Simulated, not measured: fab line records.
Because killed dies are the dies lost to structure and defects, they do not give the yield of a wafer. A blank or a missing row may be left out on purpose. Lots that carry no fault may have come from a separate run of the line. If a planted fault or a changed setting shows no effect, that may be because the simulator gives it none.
Comparing a struck lot with a sound one | flow nand harc | 21 steps out of a route of 1159
Sound: these wafers, L568.2, L568.4, L568.5. Wafers L580.2, L580.4, L580.5 were the ones struck. Last of all comes the cause.
At each step with rows: each side's tool, then ch and its chambers, then its first start. Under that, the readings that differ: sound wafers | struck wafers | difference of the means | sigmas: that difference in standard deviations of wafers without a fault.
alike: readings whose means differ by less than 2 such deviations, and words and numbers that are the same on both sides. not compared: withheld readings, readings that some wafer has no value for, bounds like >300 that may hide the same value, and numbers for which the record gives no deviation and whose values overlap.
Wherever a step has rows on one side only, a row that says differs or no value, or a row with sigmas, the two part there. Non-overlapping numbers with no deviation appear without sigmas and do not part them. Lack of a reading on every wafer of one side parts them only where that side has two or more wafers.

NHARC_A_CHANNEL_HOLE_D1_CD_MEAS_18:
  sound on cd sem-02 at day 9 06:22; struck on cd sem-01 at day 12 06:57
  alike: cd nm
then, 1 step without rows for these wafers: NHARC_A_CHANNEL_HOLE_D1_ETCH_19 (etches the open film in C4F8/O2/Ar, time 34.5 s).
NHARC_A_CHANNEL_HOLE_D1_ETCH_20: etches the open film in C4F8/O2/Ar, time 361.9 s, target depth 1600 nm.
  sound on har etch-01 ch 0,1, day 9 06:32; struck on har etch-01 ch 0,1, day 12 07:08
  alike: c4f8 flow sccm, drypump motor current A, showerhead plenum p Torr, throttle valve pct
  not compared: rf hours counter h
then, 1 step without rows for these wafers: NHARC_A_CHANNEL_HOLE_D1_ETCH_21 (etches the open film in C4F8/O2/Ar, time 514.3 s, target depth 1600 nm).
NHARC_A_CHANNEL_HOLE_D1_ETCH_22: etches the open film in C4F8/O2/Ar, time 666.7 s, target depth 1600 nm.
  sound on har etch-01 ch 0,1, day 9 07:17; struck on har etch-01 ch 0,1, day 12 07:54
  alike: c4f8 flow sccm, drypump motor current A, showerhead plenum p Torr, throttle valve pct
  not compared: rf hours counter h
NHARC_A_CHANNEL_HOLE_D1_ETCH_23: etches the open film in C4F8/O2/Ar, time 819 s, target depth 1600 nm.
  sound on har etch-01 ch 0,1, day 9 07:52; struck on har etch-01 ch 0,1, day 12 08:28
  alike: c4f8 flow sccm, drypump motor current A, showerhead plenum p Torr, throttle valve pct
  not compared: rf hours counter h
then, 2 steps without rows for these wafers: NHARC_A_CHANNEL_HOLE_D1_ETCH_24 (etches the open film in C4F8/O2/Ar, time 906.2 s, target depth 1500 nm); NHARC_A_CHANNEL_HOLE_D1_ETCH_25 (etches the open film in C4F8/O2/Ar, time 1040.2 s, target depth 1500 nm).
NHARC_A_CHANNEL_HOLE_D1_ETCH_26: etches the open film in C4F8/O2/Ar, time 224.1 s, target depth 300 nm.
  sound on har etch-01 ch 0,1, day 9 10:11; struck on har etch-01 ch 0,1, day 12 10:49
  alike: c4f8 flow sccm, drypump motor current A, showerhead plenum p Torr, throttle valve pct
  not compared: rf hours counter h
then, 3 steps without rows for these wafers: NHARC_A_CHANNEL_HOLE_D1_ETCH_33 (etches the open film in C4F8/O2/Ar, time 90 s, target depth 400 nm); NHARC_A_CHANNEL_HOLE_D1_STRIP_41 (strips in N2/H2); NHARC_A_CHANNEL_HOLE_D1_STRIP_42 (strips in CF4/CHF3).
NHARC_A_CHANNEL_HOLE_D1_STRIP_43: strips in O2/COS.
  sound on rie diel-10 ch 0,1,3, day 9 11:05; struck on rie diel-05 ch 0,1,3, day 12 11:42
then, 1 step without rows for these wafers: NHARC_A_CHANNEL_HOLE_D1_ETCH_44 (etches the open film in CF4/O2, target depth 140 nm, overetch 14 nm, time 77 s).
NHARC_A_CHANNEL_HOLE_D1_STRIP_27: strips in O2.
  sound on rie diel-10 ch 0,1,3; struck on rie diel-05 ch 0,2,3
  alike: drypump motor current A, oes product au, rf vpp V, showerhead plenum p Torr, throttle valve pct
  not compared: rf hours counter h
then, 2 steps without rows for these wafers: NHARC_A_CHANNEL_HOLE_D1_PRECLEAN_28 (cleans in SC1); NHARC_A_CHANNEL_HOLE_D1_SRD_29.
NHARC_A_CHANNEL_HOLE_D1_CD_MEAS_30:
  sound on cd sem-02 at day 9 12:16; struck on cd sem-03 at day 12 12:34
  alike: cd nm
following that, these wafers have no rows for 1 step: NHARC_A_CHANNEL_HOLE_D1_XSEM_31.
NHARC_A_CHANNEL_HOLE_D1_INSPECT_40:
  sound on defect inspect-01 at day 9 12:28; struck on defect inspect-02 at day 12 12:45
  alike: raw defect count
-- jump in the record: it breaks off in module A_CHANNEL_HOLE_D1 and resumes in module END (first step shown: number 1159 of the route), and 11 days separate the struck wafers' starts before and after --
NHARC_END_SORT_01:
  sound on prober-02 ch 0, day 20 06:21; struck on prober-01 ch 0, day 23 02:48
  reading         | sound    | struck                                                               | difference                   | sigmas
  hold            | - - -    | await dispo/6.3h/scrap await dispo/6.3h/scrap await dispo/6.3h/scrap | no value on the sound wafers |
  killed at array | 34 36 30 | 673 675 674                                                          | +641                         | +74
  killed dies     | 36 38 35 | 677 677 677                                                          | +641                         | +74
  alike: killed at other, killed at periphery, killed open, killed short

## WHERE THEY PART
NHARC_END_SORT_01 only, going by this record.

WHY: what the simulator had put in
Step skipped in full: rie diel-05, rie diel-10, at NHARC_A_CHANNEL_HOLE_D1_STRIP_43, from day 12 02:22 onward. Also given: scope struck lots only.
